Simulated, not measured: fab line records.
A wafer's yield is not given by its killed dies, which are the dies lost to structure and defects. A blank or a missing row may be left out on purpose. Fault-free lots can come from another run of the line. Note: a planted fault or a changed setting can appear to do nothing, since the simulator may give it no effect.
Split-lot experiment / flow n5 finfet / 39 wafers read from 7 lots, route of 1938 steps

## THE SPLIT ITSELF
At N5_MOL_CONTACT_COAG_EXPOSE_81 (exposes mask VG, defocus 0 nm), the setting dose mj was moved away from the recipe's 59.5 on 6 of the 39 wafers read, by +4.9% to +7.2%. All remaining wafers had this setting at the recipe value.

## FROM THE SPLIT TO THE READING: what the file shows between them, 2 steps
- N5_MOL_CONTACT_COAG_PEB_82: peb time 60 s
- N5_MOL_CONTACT_COAG_DEVELOP_83: develop time 30 s

## THE READING
Shown in nm: cd nm at N5_MOL_CONTACT_COAG_CD_MEAS_84, with target cd 25.1 nm. Fault-free wafers of this fab line usually give 25.07 nm, standard deviation 0.24 nm.

wafer=L076.1; tool, chamber at the split=euv scanner-02, 0; dose mj as run=59.5; against the recipe=recipe; cd nm, nm=25.42; against lot-mates on the recipe=-
wafer=L076.2; tool, chamber at the split=euv scanner-02, 0; dose mj as run=59.5; against the recipe=recipe; cd nm, nm=25.58; against lot-mates on the recipe=-
wafer=L076.3; tool, chamber at the split=euv scanner-02, 0; dose mj as run=59.5; against the recipe=recipe; cd nm, nm=25.22; against lot-mates on the recipe=-
wafer=L076.4; tool, chamber at the split=euv scanner-02, 0; dose mj as run=59.5; against the recipe=recipe; cd nm, nm=25.26; against lot-mates on the recipe=-
wafer=L076.5; tool, chamber at the split=euv scanner-02, 0; dose mj as run=59.5; against the recipe=recipe; cd nm, nm=25.18; against lot-mates on the recipe=-
wafer=L076.6; tool, chamber at the split=euv scanner-02, 0; dose mj as run=59.5; against the recipe=recipe; cd nm, nm=25.46; against lot-mates on the recipe=-
wafer=L079.3; tool, chamber at the split=euv scanner-02, 0; dose mj as run=59.5; against the recipe=recipe; cd nm, nm=25.41; against lot-mates on the recipe=-
wafer=L079.5; tool, chamber at the split=euv scanner-02, 0; dose mj as run=59.5; against the recipe=recipe; cd nm, nm=25.52; against lot-mates on the recipe=-
wafer=L079.6; tool, chamber at the split=euv scanner-02, 0; dose mj as run=59.5; against the recipe=recipe; cd nm, nm=25.27; against lot-mates on the recipe=-
wafer=L081.1; tool, chamber at the split=euv scanner-02, 0; dose mj as run=59.5; against the recipe=recipe; cd nm, nm=25.46; against lot-mates on the recipe=-
wafer=L081.2; tool, chamber at the split=euv scanner-02, 0; dose mj as run=59.5; against the recipe=recipe; cd nm, nm=25.15; against lot-mates on the recipe=-
wafer=L081.3; tool, chamber at the split=euv scanner-02, 0; dose mj as run=59.5; against the recipe=recipe; cd nm, nm=25.35; against lot-mates on the recipe=-
wafer=L081.4; tool, chamber at the split=euv scanner-02, 0; dose mj as run=59.5; against the recipe=recipe; cd nm, nm=25.14; against lot-mates on the recipe=-
wafer=L081.5; tool, chamber at the split=euv scanner-02, 0; dose mj as run=59.5; against the recipe=recipe; cd nm, nm=25.31; against lot-mates on the recipe=-
wafer=L081.6; tool, chamber at the split=euv scanner-02, 0; dose mj as run=59.5; against the recipe=recipe; cd nm, nm=25.01; against lot-mates on the recipe=-
wafer=L085.1; tool, chamber at the split=euv scanner-02, 0; dose mj as run=59.5; against the recipe=recipe; cd nm, nm=25.21; against lot-mates on the recipe=-
wafer=L085.2; tool, chamber at the split=euv scanner-02, 0; dose mj as run=63.78; against the recipe=+7.2%; cd nm, nm=26.31; against lot-mates on the recipe=+1.17
wafer=L085.3; tool, chamber at the split=euv scanner-02, 0; dose mj as run=59.5; against the recipe=recipe; cd nm, nm=25.05; against lot-mates on the recipe=-
wafer=L085.4; tool, chamber at the split=euv scanner-02, 0; dose mj as run=63.78; against the recipe=+7.2%; cd nm, nm=26.39; against lot-mates on the recipe=+1.25
wafer=L085.5; tool, chamber at the split=euv scanner-02, 0; dose mj as run=59.5; against the recipe=recipe; cd nm, nm=25.15; against lot-mates on the recipe=-
wafer=L085.6; tool, chamber at the split=euv scanner-02, 0; dose mj as run=63.78; against the recipe=+7.2%; cd nm, nm=26.54; against lot-mates on the recipe=+1.40
wafer=L087.1; tool, chamber at the split=euv scanner-01, 0; dose mj as run=62.42; against the recipe=+4.9%; cd nm, nm=25.81; against lot-mates on the recipe=+0.88
wafer=L087.2; tool, chamber at the split=euv scanner-01, 0; dose mj as run=59.5; against the recipe=recipe; cd nm, nm=25.00; against lot-mates on the recipe=-
wafer=L087.3; tool, chamber at the split=euv scanner-01, 0; dose mj as run=59.5; against the recipe=recipe; cd nm, nm=25.08; against lot-mates on the recipe=-
wafer=L087.4; tool, chamber at the split=euv scanner-01, 0; dose mj as run=59.5; against the recipe=recipe; cd nm, nm=24.72; against lot-mates on the recipe=-
wafer=L087.5; tool, chamber at the split=euv scanner-01, 0; dose mj as run=62.42; against the recipe=+4.9%; cd nm, nm=26.12; against lot-mates on the recipe=+1.19
wafer=L087.6; tool, chamber at the split=euv scanner-01, 0; dose mj as run=62.42; against the recipe=+4.9%; cd nm, nm=26.08; against lot-mates on the recipe=+1.15
wafer=L093.1; tool, chamber at the split=euv scanner-02, 0; dose mj as run=59.5; against the recipe=recipe; cd nm, nm=25.27; against lot-mates on the recipe=-
wafer=L093.2; tool, chamber at the split=euv scanner-02, 0; dose mj as run=59.5; against the recipe=recipe; cd nm, nm=25.03; against lot-mates on the recipe=-
wafer=L093.3; tool, chamber at the split=euv scanner-02, 0; dose mj as run=59.5; against the recipe=recipe; cd nm, nm=24.77; against lot-mates on the recipe=-
wafer=L093.4; tool, chamber at the split=euv scanner-02, 0; dose mj as run=59.5; against the recipe=recipe; cd nm, nm=25.00; against lot-mates on the recipe=-
wafer=L093.5; tool, chamber at the split=euv scanner-02, 0; dose mj as run=59.5; against the recipe=recipe; cd nm, nm=24.87; against lot-mates on the recipe=-
wafer=L093.6; tool, chamber at the split=euv scanner-02, 0; dose mj as run=59.5; against the recipe=recipe; cd nm, nm=24.74; against lot-mates on the recipe=-
wafer=L097.1; tool, chamber at the split=euv scanner-02, 0; dose mj as run=59.5; against the recipe=recipe; cd nm, nm=25.08; against lot-mates on the recipe=-
wafer=L097.2; tool, chamber at the split=euv scanner-02, 0; dose mj as run=59.5; against the recipe=recipe; cd nm, nm=25.25; against lot-mates on the recipe=-
wafer=L097.3; tool, chamber at the split=euv scanner-02, 0; dose mj as run=59.5; against the recipe=recipe; cd nm, nm=24.84; against lot-mates on the recipe=-
wafer=L097.4; tool, chamber at the split=euv scanner-02, 0; dose mj as run=59.5; against the recipe=recipe; cd nm, nm=24.96; against lot-mates on the recipe=-
wafer=L097.5; tool, chamber at the split=euv scanner-02, 0; dose mj as run=59.5; against the recipe=recipe; cd nm, nm=25.05; against lot-mates on the recipe=-
wafer=L097.6; tool, chamber at the split=euv scanner-02, 0; dose mj as run=59.5; against the recipe=recipe; cd nm, nm=25.23; against lot-mates on the recipe=-

THE FIT
A straight line over all 39 wafers: cd nm changes by +0.175 nm for each +1% of dose mj; r = +0.88; the points scatter about the line by 0.21 nm.
The same after taking each lot's own level away (the mean of its wafers on the recipe; 39 wafers): +0.19 nm for each +1%; r = +0.94; scatter 0.15 nm.
That fit puts the effect of the largest move of dose mj on the reading at 1.4 nm.
The lots' own levels span 24.933 to 25.400 nm, that is 1.9 times the standard deviation above.
The two slopes agree, so the slope changes little with the lot-to-lot level.
Check: for one of the wafers moved furthest among these (+7.2%), held out of the fit, the line's prediction against its lot-mates is +1.43 nm. It came out at +1.17 nm against them.

## THE OTHER SPLITS THESE WAFERS WENT THROUGH
Other splits were also applied to these wafers ahead of the reading. Each is held against what the fit with the lots' levels taken away leaves over:
other split on the same wafers=N5_FIN_SAQP_SPACER1_ALD_24 temp c; wafers away from the commonest value=18; r with cd nm (lot level and that fit taken away)=-0.03
other split on the same wafers=N5_DUMMY_GATE_ETCH_37 source w; wafers away from the commonest value=18; r with cd nm (lot level and that fit taken away)=-0.16
other split on the same wafers=N5_DUMMY_GATE_ETCH_32 time s; wafers away from the commonest value=18; r with cd nm (lot level and that fit taken away)=-0.07
other split on the same wafers=N5_MOL_CONTACT_COAG_ETCH_110 bias w; wafers away from the commonest value=12; r with cd nm (lot level and that fit taken away)=+0.07

## FILE'S OWN FIT
cd nm changes by +0.19 nm for each +1% of dose mj, r = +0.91.
